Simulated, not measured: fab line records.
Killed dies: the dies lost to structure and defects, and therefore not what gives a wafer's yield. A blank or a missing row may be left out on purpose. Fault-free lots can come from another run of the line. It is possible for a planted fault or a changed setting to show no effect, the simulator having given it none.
Which of the tools did it? || flow n5 finfet || 9 lots with 27 wafers sampled at 5 steps, on a route of 1938 steps

== WHAT EACH GAUGE READ, for each wafer ==
N5_BEOL_M4_RC_MEAS_101.
{"lot": "L434", "measured": "day 8 10:26", "on": "prober-01", "VT_P_LONG (mV)": "-274.1 -272.7 -270.6"}
{"lot": "L437", "measured": "day 9 02:31", "on": "prober-02", "VT_P_LONG (mV)": "-277.1 -277.4 -274.7"}
{"lot": "L443", "measured": "day 11 02:49", "on": "prober-01", "VT_P_LONG (mV)": "-378.4 -379.0 -381.5"}
{"lot": "L444", "measured": "day 11 02:02", "on": "prober-02", "VT_P_LONG (mV)": "-390.3 -383.6 -385.1"}
{"lot": "L445", "measured": "day 11 05:08", "on": "prober-02", "VT_P_LONG (mV)": "-388.5 -390.5 -386.3"}
{"lot": "L452", "measured": "day 12 22:44", "on": "prober-02", "VT_P_LONG (mV)": "-279.7 -281.0 -281.2"}
{"lot": "L453", "measured": "day 13 02:18", "on": "prober-02", "VT_P_LONG (mV)": "-275.6 -274.9 -273.7"}
{"lot": "L454", "measured": "day 13 07:38", "on": "prober-01", "VT_P_LONG (mV)": "-276.6 -276.3 -276.4"}
{"lot": "L455", "measured": "day 13 08:45", "on": "prober-02", "VT_P_LONG (mV)": "-276.2 -277.9 -275.4"}

== TOOL THAT RAN EACH LOT (tool first, then ch and the chambers of the sampled wafers, then the start) ==
{"lot": "L434", "N5_HKMG_FIN_ETCH_55": "rie diel-04 ch 0,1, day 4 11:52", "N5_HKMG_FIN_STRIP_60": "plasma asher-01 ch 0,1, day 4 12:39", "N5_HKMG_FIN_PWFM_ALD_03": "ald metal-04 ch 0,1,2, day 4 14:14", "N5_HKMG_FIN_DESCUM_17": "rie diel-06 ch 1,2,3, day 4 15:10"}
{"lot": "L437", "N5_HKMG_FIN_ETCH_55": "rie diel-06 ch 2,3, day 5 05:25", "N5_HKMG_FIN_STRIP_60": "plasma asher-02 ch 0,1, day 5 06:19", "N5_HKMG_FIN_PWFM_ALD_03": "ald metal-02 ch 0,1,3, day 5 07:46", "N5_HKMG_FIN_DESCUM_17": "rie diel-06 ch 0,1, day 5 08:43"}
{"lot": "L443", "N5_HKMG_FIN_ETCH_55": "rie diel-05 ch 0,1,3, day 6 22:13", "N5_HKMG_FIN_STRIP_60": "plasma asher-02 ch 0,1, day 6 23:07", "N5_HKMG_FIN_PWFM_ALD_03": "ald metal-04 ch 0,1,3, day 7 00:59", "N5_HKMG_FIN_DESCUM_17": "rie diel-05 ch 0,3, day 7 01:55"}
{"lot": "L444", "N5_HKMG_FIN_ETCH_55": "rie diel-04 ch 0,2,3, day 7 02:07", "N5_HKMG_FIN_STRIP_60": "plasma asher-01 ch 0,1, day 7 02:55", "N5_HKMG_FIN_PWFM_ALD_03": "ald metal-01 ch 0,1,3, day 7 04:34", "N5_HKMG_FIN_DESCUM_17": "rie diel-04 ch 0,2,3, day 7 05:29"}
{"lot": "L445", "N5_HKMG_FIN_ETCH_55": "rie diel-06 ch 0,1,2, day 7 12:15", "N5_HKMG_FIN_STRIP_60": "plasma asher-01 ch 0,1, day 7 13:02", "N5_HKMG_FIN_PWFM_ALD_03": "ald metal-02 ch 0,1, day 7 14:37", "N5_HKMG_FIN_DESCUM_17": "rie diel-05 ch 1,2,3, day 7 15:25"}
{"lot": "L452", "N5_HKMG_FIN_ETCH_55": "rie diel-05 ch 1,2,3, day 9 04:54", "N5_HKMG_FIN_STRIP_60": "plasma asher-01 ch 0,1, day 9 05:43", "N5_HKMG_FIN_PWFM_ALD_03": "ald metal-01 ch 0,2, day 9 07:17", "N5_HKMG_FIN_DESCUM_17": "rie diel-05 ch 0,2, day 9 08:23"}
{"lot": "L453", "N5_HKMG_FIN_ETCH_55": "rie diel-05 ch 0,2,3, day 9 07:01", "N5_HKMG_FIN_STRIP_60": "plasma asher-01 ch 0,1, day 9 07:51", "N5_HKMG_FIN_PWFM_ALD_03": "ald metal-04 ch 1,3, day 9 09:31", "N5_HKMG_FIN_DESCUM_17": "rie diel-05 ch 1,2, day 9 10:52"}
{"lot": "L454", "N5_HKMG_FIN_ETCH_55": "rie diel-05 ch 0,2,3, day 9 16:08", "N5_HKMG_FIN_STRIP_60": "plasma asher-01 ch 0,1, day 9 17:05", "N5_HKMG_FIN_PWFM_ALD_03": "ald metal-04 ch 0,1, day 9 18:38", "N5_HKMG_FIN_DESCUM_17": "rie diel-05 ch 0,1,3, day 9 19:34"}
{"lot": "L455", "N5_HKMG_FIN_ETCH_55": "rie diel-06 ch 0,2,3, day 9 20:40", "N5_HKMG_FIN_STRIP_60": "plasma asher-01 ch 0,1, day 9 21:30", "N5_HKMG_FIN_PWFM_ALD_03": "ald metal-02 ch 2,3, day 9 23:08", "N5_HKMG_FIN_DESCUM_17": "rie diel-04 ch 0,1,2, day 9 23:56"}
- N5_HKMG_FIN_ETCH_55: etches SOC in N2/H2, target depth 240 nm, time 300 s.
- N5_HKMG_FIN_STRIP_60: strips in N2/H2, time 360 s.
- N5_HKMG_FIN_PWFM_ALD_03: deposits TiN, target thk 2 nm, pulse time 1 s, purge time 3 s.
- N5_HKMG_FIN_DESCUM_17: chemistry O2, time 7.9 s.

== THE ANSWER, worked out from the rows above alone ==
Rule: usual is defined by the lots themselves. Put in order of their means at a reading, lots are off if they are a third of the lots or fewer, leave a main group of 4 or more, and stand apart from it by a gap of 3 or more times the standard deviation of the main group's means; of several such gaps the widest counts. The tables above print the reading to a certain number of digits; a main group whose means all agree to those digits is not used. A lot without any number at a reading at which 4 lots or more have one is off too. The other lots that the step has rows for count as sound.
Off: at N5_BEOL_M4_RC_MEAS_101 (VT_P_LONG), L443, L444, L445. The main group: mean -276.2 mV, standard deviation 2.4.
If a tool, at a process step before that reading, ran all the lots that are off and no sound lot after the first of them, it fits. Gauges at N5_BEOL_M4_RC_MEAS_101: tried the same way as those tools. No candidate that was tried fits.

== WHAT HAD BEEN PUT IN BY THE SIMULATOR ==
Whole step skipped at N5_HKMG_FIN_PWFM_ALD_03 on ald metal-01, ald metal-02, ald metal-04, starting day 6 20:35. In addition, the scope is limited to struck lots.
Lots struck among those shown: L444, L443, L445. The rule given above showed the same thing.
